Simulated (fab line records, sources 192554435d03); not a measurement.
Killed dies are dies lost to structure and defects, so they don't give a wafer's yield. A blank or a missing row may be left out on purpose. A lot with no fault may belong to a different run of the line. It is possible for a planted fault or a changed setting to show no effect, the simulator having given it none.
Chamber matching || flow n5 finfet || N5_BEOL_M2_DEP_57 on pecvd-03 has 3 sister chambers
The step deposits SiCN from 3MS/NH3, target thk 8 nm, time 14 s. 22 wafers are shown with their chamber, then 11 later ones without.

## WAFERS PAIRED WITH THEIR CHAMBERS
{"wafer": "L079.1", "chamber": 2, "throttle valve pct (%)": 9.4, "showerhead plenum p Torr (Torr)": 3.669}
{"wafer": "L079.2", "chamber": 1, "throttle valve pct (%)": 9.1, "showerhead plenum p Torr (Torr)": 3.677}
{"wafer": "L079.3", "chamber": 0, "throttle valve pct (%)": 8.7, "showerhead plenum p Torr (Torr)": 3.659}
{"wafer": "L079.4", "chamber": 1, "throttle valve pct (%)": 8.8, "showerhead plenum p Torr (Torr)": 3.668}
{"wafer": "L079.5", "chamber": 0, "throttle valve pct (%)": 8.7, "showerhead plenum p Torr (Torr)": 3.668}
{"wafer": "L079.6", "chamber": 2, "throttle valve pct (%)": 9.3, "showerhead plenum p Torr (Torr)": 3.678}
{"wafer": "L080.1", "chamber": 2, "throttle valve pct (%)": 9.2, "showerhead plenum p Torr (Torr)": 3.659}
{"wafer": "L080.3", "chamber": 1, "throttle valve pct (%)": 8.5, "showerhead plenum p Torr (Torr)": 3.670}
{"wafer": "L080.6", "chamber": 1, "throttle valve pct (%)": 8.9, "showerhead plenum p Torr (Torr)": 3.670}
{"wafer": "L081.2", "chamber": 2, "throttle valve pct (%)": 9.2, "showerhead plenum p Torr (Torr)": 3.667}
{"wafer": "L081.3", "chamber": 1, "throttle valve pct (%)": 8.8, "showerhead plenum p Torr (Torr)": 3.671}
{"wafer": "L081.5", "chamber": 0, "throttle valve pct (%)": 8.3, "showerhead plenum p Torr (Torr)": 3.655}
{"wafer": "L085.2", "chamber": 0, "throttle valve pct (%)": 8.5, "showerhead plenum p Torr (Torr)": 3.669}
{"wafer": "L085.3", "chamber": 0, "throttle valve pct (%)": 8.7, "showerhead plenum p Torr (Torr)": 3.656}
{"wafer": "L085.6", "chamber": 1, "throttle valve pct (%)": 9.2, "showerhead plenum p Torr (Torr)": 3.659}
{"wafer": "L088.1", "chamber": 0, "throttle valve pct (%)": 8.5, "showerhead plenum p Torr (Torr)": 3.667}
{"wafer": "L088.2", "chamber": 1, "throttle valve pct (%)": 9.0, "showerhead plenum p Torr (Torr)": 3.672}
{"wafer": "L088.3", "chamber": 2, "throttle valve pct (%)": 8.7, "showerhead plenum p Torr (Torr)": 3.675}
{"wafer": "L088.4", "chamber": 1, "throttle valve pct (%)": 8.8, "showerhead plenum p Torr (Torr)": 3.670}
{"wafer": "L088.5", "chamber": 0, "throttle valve pct (%)": 8.6, "showerhead plenum p Torr (Torr)": 3.667}
{"wafer": "L088.6", "chamber": 2, "throttle valve pct (%)": 8.7, "showerhead plenum p Torr (Torr)": 3.674}
{"wafer": "L087.1", "chamber": 2, "throttle valve pct (%)": 8.4, "showerhead plenum p Torr (Torr)": 3.667}

SIGNATURES (means of the wafers above)
{"reading": "throttle valve pct", "chamber 0": 8.571, "chamber 1": 8.887, "chamber 2": 8.986, "scatter within a chamber": 0.265}
{"reading": "showerhead plenum p Torr", "chamber 0": 3.66300, "chamber 1": 3.66962, "chamber 2": 3.66986, "scatter within a chamber": 0.00583}
Rule: a wafer lies at a distance from a chamber equal to the root of the sum of squares, over the readings, of (its reading less the chamber's mean, divided by the reading's scatter). The wafer belongs to the nearest chamber; if the next one is less than 2 further off, it can't be placed. How the scatter is found: for the shown wafers, subtract from each reading the mean of its chamber, square and add these, divide the total by (wafers less chambers), then take the root.

## WAFERS WITH NO CHAMBER GIVEN
{"wafer": "L087.3", "throttle valve pct (%)": 8.8, "showerhead plenum p Torr (Torr)": 3.665}
{"wafer": "L087.6", "throttle valve pct (%)": 8.9, "showerhead plenum p Torr (Torr)": 3.653}
{"wafer": "L092.3", "throttle valve pct (%)": 8.5, "showerhead plenum p Torr (Torr)": 3.652}
{"wafer": "L092.4", "throttle valve pct (%)": 8.7, "showerhead plenum p Torr (Torr)": 3.672}
{"wafer": "L092.6", "throttle valve pct (%)": 8.5, "showerhead plenum p Torr (Torr)": 3.662}
{"wafer": "L093.1", "throttle valve pct (%)": 8.3, "showerhead plenum p Torr (Torr)": 3.679}
{"wafer": "L093.2", "throttle valve pct (%)": 8.7, "showerhead plenum p Torr (Torr)": 3.672}
{"wafer": "L093.4", "throttle valve pct (%)": 8.6, "showerhead plenum p Torr (Torr)": 3.679}
{"wafer": "L095.2", "throttle valve pct (%)": 8.5, "showerhead plenum p Torr (Torr)": 3.658}
{"wafer": "L095.3", "throttle valve pct (%)": 8.7, "showerhead plenum p Torr (Torr)": 3.665}
{"wafer": "L095.4", "throttle valve pct (%)": 8.9, "showerhead plenum p Torr (Torr)": 3.667}

## THE CHAMBER EACH PASSED THROUGH
{"wafer": "L087.3", "from the rows above": "can't be placed: 1 or 0 or 2", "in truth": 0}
{"wafer": "L087.6", "from the rows above": "can't be placed: 0 or 1 or 2", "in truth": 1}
{"wafer": "L092.3", "from the rows above": "can't be placed: 0 or 1 or 2", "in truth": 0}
{"wafer": "L092.4", "from the rows above": "can't be placed: 1 or 2 or 0", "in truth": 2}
{"wafer": "L092.6", "from the rows above": "can't be placed: 0 or 1 or 2", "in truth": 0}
{"wafer": "L093.1", "from the rows above": "can't be placed: 1 or 0 or 2", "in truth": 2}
{"wafer": "L093.2", "from the rows above": "can't be placed: 1 or 2 or 0", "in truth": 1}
{"wafer": "L093.4", "from the rows above": "can't be placed: 1 or 2 or 0", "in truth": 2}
{"wafer": "L095.2", "from the rows above": "can't be placed: 0 or 1 or 2", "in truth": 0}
{"wafer": "L095.3", "from the rows above": "can't be placed: 0 or 1 or 2", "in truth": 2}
{"wafer": "L095.4", "from the rows above": "can't be placed: 1 or 2 or 0", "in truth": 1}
Correct placement for 0 of the 11. Unplaceable from these rows: 11, with the true chamber sitting among the candidates in 11. Wrongly placed: 0.
